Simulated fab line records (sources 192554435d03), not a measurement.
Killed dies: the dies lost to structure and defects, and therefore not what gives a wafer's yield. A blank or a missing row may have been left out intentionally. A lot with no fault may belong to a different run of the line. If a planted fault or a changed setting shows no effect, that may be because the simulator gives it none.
Struck lot and sound lot, side by side    flow n5 finfet    37 out of 1938 route steps
Sound: wafers L586.2, L586.4, L586.5. Wafers L575.1, L575.3, L575.6 were the ones struck. Last of all comes the cause.
Order at every step that has rows: each side's tool, ch and its chambers, its first start. Under that, the readings that differ: sound wafers    struck wafers    difference of the means    sigmas: that difference in standard deviations of wafers without a fault.
alike: same words and numbers on both sides, and readings whose means sit less than 2 such deviations apart. not compared: any withheld reading, any reading some wafer has no value for, any bound like >300 that may hide the same value, and any number with overlapping values for which the record gives no deviation.
Wherever a step has rows on one side only, a row that says differs or no value, or a row with sigmas, the two part there. Numbers that don't overlap but have no deviation are shown without sigmas and don't part them. A reading missing from all wafers of one side parts the sides only when that side holds two or more wafers.

first, 9 steps without rows for these wafers: N5_WELL_APT_COAT_19 (resist thk 950 nm); N5_WELL_APT_EBR_21; N5_WELL_APT_SOFTBAKE_20 (time 60 s); N5_WELL_APT_EXPOSE_22 (exposes mask PWELL, defocus 0 nm, target cd 200 nm); N5_WELL_APT_PEB_23 (peb time 90 s); N5_WELL_APT_DEVELOP_24 (develop time 45 s); N5_WELL_APT_HARDBAKE_29 (time 120 s); N5_WELL_APT_DESCUM_30 (chemistry O2, time 7.9 s); N5_WELL_APT_IMPLANT_31.
N5_WELL_APT_IMPLANT_32:
  sound on implanter-02 ch 0, day 5 21:37; struck on implanter-01 ch 0, day 3 03:44
reading                    sound                 struck                difference  sigmas
beam energy keV            50.025 50.025 50.022  40.716 40.725 40.711  -9.307      -99 or more
model.implant.rp nm (nm)   38.74 38.74 38.74     29.48 29.48 29.48     -9.26       
model.implant.drp nm (nm)  18.55 18.55 18.55     16.06 16.06 16.06     -2.49       
  alike: dose ions cm2, end station pressure torr, tilt deg
then, 25 steps without rows for these wafers: N5_WELL_APT_STRIP_33 (strips in SPM, time 900 s); N5_WELL_APT_RTA_34 (time 10 s); N5_WELL_APT_OXIDE_STRIP_42 (strips SiO2 in dHF, time 45 s, target depth 12 nm); N5_WELL_APT_PRECLEAN_36 (cleans in O3/DIW, time 45 s); N5_WELL_APT_PRECLEAN_39 (cleans in dHF, time 60 s); N5_WELL_APT_SRD_37 (time 30 s); N5_WELL_APT_EPI_41 (deposits Si from SiH4/H2, target thk 50 nm, time 297.7 s); N5_PMOS_HMC_CHANNEL_EPI_HM_DEP_34 (deposits SiO2 from TEOS/O2, target thk 36 nm, time 6.9 s); N5_PMOS_HMC_CHANNEL_EPI_COAT_31 (time 60 s, resist thk 66 nm); N5_PMOS_HMC_CHANNEL_EPI_COAT_03 (resist thk 205 nm); N5_PMOS_HMC_CHANNEL_EPI_EBR_05; N5_PMOS_HMC_CHANNEL_EPI_SOFTBAKE_04 (time 60 s); N5_PMOS_HMC_CHANNEL_EPI_EXPOSE_06 (exposes mask PMOS HMC BLK, target cd 240 nm); N5_PMOS_HMC_CHANNEL_EPI_PEB_07 (peb time 60 s); N5_PMOS_HMC_CHANNEL_EPI_DEVELOP_08 (develop time 30 s); N5_PMOS_HMC_CHANNEL_EPI_DESCUM_14 (chemistry O2, time 7.9 s); N5_PMOS_HMC_CHANNEL_EPI_ETCH_32 (etches BARC in N2/H2, stops on SiO2, target depth 85.8 nm, time 50.3 s); N5_PMOS_HMC_CHANNEL_EPI_HM_OPEN_15 (chemistry CHF3/O2, target SiO2, target depth 40.6 nm, time 20.3 s); N5_PMOS_HMC_CHANNEL_EPI_STRIP_33 (strips in N2/H2); N5_PMOS_HMC_CHANNEL_EPI_STRIP_17 (strips in SPM, time 750 s); N5_PMOS_HMC_CHANNEL_EPI_ETCH_38 (etches SiO2 in CF4, target depth 1.5 nm); N5_PMOS_HMC_CHANNEL_EPI_FIN_RECESS_16 (chemistry HBr/Cl2, target Si, target depth 54 nm, time 18 s); N5_PMOS_HMC_CHANNEL_EPI_PRECLEAN_36 (cleans in O3/DIW, time 45 s); N5_PMOS_HMC_CHANNEL_EPI_PRECLEAN_18 (cleans in DHF, time 30 s); N5_PMOS_HMC_CHANNEL_EPI_SRD_19 (time 30 s).
-- here the record skips 6 days between the struck wafers' starts before and after, leaving off in module PMOS_HMC_CHANNEL_EPI and picking up in module BEOL_M4 (first step shown: number 1111 of the route) --
N5_BEOL_M4_RC_MEAS_101:
  sound on prober-01 ch 0, day 12 11:23; struck on prober-01 ch 0, day 9 15:13
reading            sound           struck          difference  sigmas
CJ_N               4.40 4.41 4.48  5.11 5.21 5.03  +0.69       +9
RS_PWELL (ohm/sq)  3013 3030 3022  3125 3136 3152  +116        +6
  alike: DIBL_N, DIBL_P, IOFF_N, IOFF_P, ION_N, ION_P, SS_N, SS_P, VT_N, VT_P
after that, 1 step had no rows for these wafers: N5_PASSIVATION_PROBE_49.

== WHERE THEY PART ==
First at N5_WELL_APT_IMPLANT_32; last, within this record, at N5_BEOL_M4_RC_MEAS_101.

WHY: what the simulator had put in
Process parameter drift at N5_WELL_APT_IMPLANT_32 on implanter-01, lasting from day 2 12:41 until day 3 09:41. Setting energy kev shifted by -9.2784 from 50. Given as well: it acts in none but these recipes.
